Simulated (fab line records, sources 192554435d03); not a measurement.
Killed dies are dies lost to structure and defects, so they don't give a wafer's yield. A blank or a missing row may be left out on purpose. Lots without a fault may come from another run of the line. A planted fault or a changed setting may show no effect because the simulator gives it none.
Which tool did it? | flow n5_finfet | 9 lots, 26 wafers sampled, at 3 steps of a route of 1938

WHAT THE GAUGES READ, wafer by wafer
N5_BEOL_M4_INSPECT_13: inspects for defects (brightfield).
lot  | measured     | on                | raw_defect_count
L944 | day 7 19:58  | defect_inspect-01 | 506 605 718
L945 | day 8 01:10  | defect_inspect-02 | 514 298 446
L947 | day 8 10:00  | defect_inspect-02 | 416 382 340
L948 | day 8 16:01  | defect_inspect-02 | 427 379
L949 | day 9 03:36  | defect_inspect-01 | 503 524 530
L955 | day 10 09:04 | defect_inspect-01 | 1228 1283 588
L960 | day 11 07:04 | defect_inspect-01 | 399 527 375
L961 | day 11 11:15 | defect_inspect-01 | 473 541 549
L965 | day 12 19:04 | defect_inspect-02 | 377 333 363

WHICH TOOL RAN EACH LOT (tool, then ch and the chambers of the sampled wafers, then the start)
lot  | N5_BEOL_M3_DEP_57              | N5_BEOL_M4_PECVD_72
L944 | pecvd-02 ch 0,1, day 7 18:55   | pecvd-03 ch 0,1, day 7 19:09
L945 | pecvd-02 ch 1,2, day 7 22:14   | pecvd-02 ch 0,1, day 7 22:29
L947 | pecvd-04 ch 0,1, day 8 06:50   | pecvd-02 ch 0,1,2, day 8 07:04
L948 | pecvd-02 ch 0, day 8 14:46     | pecvd-02 ch 1,2, day 8 14:59
L949 | pecvd-01 ch 0,1,2, day 9 01:47 | pecvd-04 ch 0,1, day 9 02:01
L955 | pecvd-02 ch 0,1, day 10 08:16  | pecvd-02 ch 0,1, day 10 08:31
L960 | pecvd-04 ch 0,1, day 11 05:22  | pecvd-03 ch 0,1,2, day 11 05:36
L961 | pecvd-04 ch 0,2, day 11 10:26  | pecvd-04 ch 0,1, day 11 10:41
L965 | pecvd-01 ch 1,2, day 12 17:32  | pecvd-04 ch 0,1, day 12 17:56
- N5_BEOL_M3_DEP_57: deposits SiCN from 3MS/NH3, target thk 8 nm, time 14 s.
- N5_BEOL_M4_PECVD_72: deposits SiO2 from TEOS/O2, target thk 16 nm, time 18 s.

THE ANSWER, worked out from the rows above alone
Rule: what is usual is taken from the lots themselves. Put in order of their means at a reading, lots are off if they are a third of the lots or fewer, leave a main group of 4 or more, and stand apart from it by a gap of 3 or more times the standard deviation of the main group's means; of several such gaps the widest counts. A main group whose means are all the same, to the digits that the tables above print for the reading, isn't used. A lot without any number at a reading at which 4 lots or more have one is off too. The other lots that the step has rows for count as sound.
Off: L955, at N5_BEOL_M4_INSPECT_13 (raw_defect_count). The main group: mean 455, standard deviation 81.
A tool fits if, at a process step before that reading, it ran every lot that is off, and no sound lot after the first of them. The gauges at N5_BEOL_M4_INSPECT_13 are tried like those tools. One fits: pecvd-02 at N5_BEOL_M3_DEP_57 and N5_BEOL_M4_PECVD_72. At N5_BEOL_M3_DEP_57 its last sound lot is L948 (day 8 14:46), its first lot that is off L955 (day 10 08:16): a fault that began between those two fits.

WHAT THE SIMULATOR HAD PUT IN
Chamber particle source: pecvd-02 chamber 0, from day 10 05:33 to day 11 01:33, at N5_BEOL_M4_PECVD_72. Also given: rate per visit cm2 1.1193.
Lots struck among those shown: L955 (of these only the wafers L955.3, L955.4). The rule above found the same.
